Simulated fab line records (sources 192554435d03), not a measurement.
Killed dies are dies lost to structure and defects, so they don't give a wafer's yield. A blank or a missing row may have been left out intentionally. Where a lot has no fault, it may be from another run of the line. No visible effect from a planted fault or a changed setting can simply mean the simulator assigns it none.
A single fault, viewed from 2 desks / flow n5 finfet / every desk sees just its own numbers, and what lay behind them comes last

DESK OF THE TOOL OWNER: rie diel-01
The tool's own readings at N5_BEOL_M5_VIA_ETCH_34 (etches SiCOH lowk in C4F6/O2, target depth 88.3 nm, time 39.2 s): means of the sampled wafers that have a number, for each lot that ran on this tool. The brackets show how far a lot's mean lies from the usual mean; more than 4 standard deviations puts the lot out of limits, marked OUT. Only the readings that lie furthest out on some lot appear, 7 of the 8 it has.
Columns: A = C4F6_flow_sccm at N5_BEOL_M5_VIA_ETCH_34, usual 10.000 sccm; B = O2_flow_sccm at N5_BEOL_M5_VIA_ETCH_34, usual 9.999 sccm; C = drypump motor current A at N5_BEOL_M5_VIA_ETCH_34, usual 5.8 A; D = oes_ar_750_au at N5_BEOL_M5_VIA_ETCH_34, usual 0.75 a.u.; E = oes product au at N5_BEOL_M5_VIA_ETCH_34, usual 0.75 a.u.; F = showerhead plenum p Torr at N5_BEOL_M5_VIA_ETCH_34, usual 2.81 Torr; G = throttle valve pct at N5_BEOL_M5_VIA_ETCH_34, usual 20.78 %
lot=L464; first seen here=day 8 06:16; A=9.982; B=10.001; C=5.0; D=0.71; E=0.70; F=2.77; G=20.81
lot=L467; first seen here=day 8 22:24; A=9.982; B=10.027; C=5.4; D=0.77; E=0.77; F=2.82; G=20.99
lot=L484; first seen here=day 13 14:07; A=9.972; B=10.004; C=5.2; D=0.72; E=0.71; F=2.80; G=20.90
lot=L480; first seen here=day 13 19:32; A=9.990; B=9.982; C=5.2; D=0.72; E=0.70; F=2.80; G=20.90
lot=L483; first seen here=day 14 04:11; A=9.981; B=9.983; C=5.7; D=0.76; E=0.75; F=2.78; G=20.97
lot=L485; first seen here=day 14 10:58; A=10.017; B=9.972; C=5.6; D=0.76; E=0.75; F=2.78; G=20.96
This desk found nothing out of limits on any of the 6 lots.

THE METROLOGY DESK
Lot by lot, what the gauges showed, no matter which tool ran the lot: averages of those sampled wafers that carry a number. The brackets show how far a lot's mean lies from the usual mean; more than 4 standard deviations puts the lot out of limits, marked OUT. Only the readings that lie furthest out on some lot appear, 7 of the 10 it has.
Columns: A = DIBL_P at N5_BEOL_M4_RC_MEAS_101, usual 36.3 mV/V; B = IOFF_N at N5_BEOL_M4_RC_MEAS_101, usual 0.16 nA/um; C = IOFF_P at N5_BEOL_M4_RC_MEAS_101, usual 0.21 nA/um; D = ION_N at N5_BEOL_M4_RC_MEAS_101, usual 672 uA/um; E = ION_P at N5_BEOL_M4_RC_MEAS_101, usual 459 uA/um; F = SS_P at N5_BEOL_M4_RC_MEAS_101, usual 73.3 mV/dec; G = VT_N at N5_BEOL_M4_RC_MEAS_101, usual 250 mV
lot=L464; first seen here=day 8 00:26; A=34.9; B=0.14; C=0.20; D=669; E=459; F=72.7; G=251
lot=L467; first seen here=day 8 16:58; A=32.7; B=0.12; C=0.15; D=654; E=448; F=72.9; G=254
lot=L468; first seen here=day 8 23:09; A=38.1; B=0.16; C=0.20; D=675; E=455; F=73.6; G=252
lot=L469; first seen here=day 9 05:11; A=35.9; B=0.17; C=0.19; D=673; E=453; F=73.8; G=251
lot=L484; first seen here=day 13 08:12; A=34.7; B=0.16; C=0.18; D=683; E=458; F=72.9; G=248
lot=L480; first seen here=day 13 14:58; A=37.7; B=0.16; C=0.22; D=671; E=468; F=73.1; G=249
lot=L483; first seen here=day 13 20:22; A=36.7; B=0.17; C=0.19; D=673; E=455; F=73.2; G=250
lot=L485; first seen here=day 14 05:52; A=38.6; B=0.21; C=0.25; D=690; E=468; F=74.3; G=245
lot=L482; first seen here=day 14 07:01; A=37.4; B=0.20; C=0.23; D=675; E=458; F=74.1; G=247
This desk found nothing out of limits on any of the 9 lots.

TAKEN TOGETHER
The desk of the tool owner found nothing out of limits.
Metrology desk: nothing out of limits seen.

WHAT THE SIMULATOR PUT IN
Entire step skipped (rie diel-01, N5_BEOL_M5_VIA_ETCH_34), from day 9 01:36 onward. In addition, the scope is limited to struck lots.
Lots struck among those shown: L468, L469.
